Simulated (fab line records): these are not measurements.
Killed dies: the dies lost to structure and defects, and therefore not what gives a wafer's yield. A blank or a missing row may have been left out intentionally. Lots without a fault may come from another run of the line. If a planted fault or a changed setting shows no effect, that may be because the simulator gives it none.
Chamber matching	flow n5 finfet	4 sister chambers for N5_BEOL_M2_ETCH_69 on rie diel-04
The step etches SiARC in CF4, target depth 15.6 nm, time 26 s. 16 wafers are shown with their chamber, then 8 later ones without.

## WAFERS WITH THEIR CHAMBER
wafer	chamber	drypump motor current A (A)	throttle valve pct (%)	showerhead plenum p Torr (Torr)
L183.1	0	6.2	15.13	2.18
L183.3	1	5.5	15.70	2.12
L183.5	1	5.5	15.69	2.12
L194.3	3	5.5	15.62	2.15
L194.5	1	5.5	15.73	2.11
L194.6	0	6.2	15.14	2.17
L196.2	0	6.2	15.18	2.17
L196.5	0	6.2	15.19	2.17
L196.6	3	5.5	15.64	2.15
L195.2	0	6.3	15.16	2.17
L195.5	2	5.1	15.36	2.17
L195.6	1	5.5	15.76	2.11
L197.1	3	5.5	15.64	2.15
L197.4	0	6.2	15.18	2.17
L197.6	0	6.3	15.17	2.17
L200.1	1	5.5	15.79	2.10

SIGNATURES (averages over the wafers above)
reading	chamber 0	chamber 1	chamber 2	chamber 3	scatter within a chamber
drypump motor current A	6.229	5.500	5.100	5.500	0.0345
throttle valve pct	15.1643	15.7340	15.3600	15.6333	0.0291
showerhead plenum p Torr	2.1714	2.1120	2.1700	2.1500	0.00552
Rule: for a wafer and a chamber, the distance is found by dividing, reading by reading, the gap between the wafer's reading and the chamber's mean by the reading's scatter, squaring, summing and taking the root. If the next closest chamber is less than 2 further off than the closest, the wafer can't be placed; otherwise it belongs to the closest. The scatter: take each reading less its chamber's mean, square it, sum over the shown wafers, divide by the number of wafers less the number of chambers, and take the root.

## WAFERS WHOSE CHAMBER IS MISSING
wafer	drypump motor current A (A)	throttle valve pct (%)	showerhead plenum p Torr (Torr)
L200.2	5.5	15.67	2.14
L200.4	6.2	15.19	2.17
L201.2	6.2	15.19	2.17
L201.4	5.5	15.79	2.10
L201.5	5.1	15.38	2.17
L202.1	6.2	15.20	2.17
L202.2	5.5	15.78	2.10
L202.5	5.5	15.66	2.14

## WHICH CHAMBER EACH ONE RAN IN
wafer	from the rows above	in truth
L200.2	3	3
L200.4	0	0
L201.2	0	0
L201.4	1	1
L201.5	2	2
L202.1	0	0
L202.2	1	1
L202.5	3	3
Correctly placed: 8 of 8. Not placeable from these rows: 0. Placed wrongly: 0.
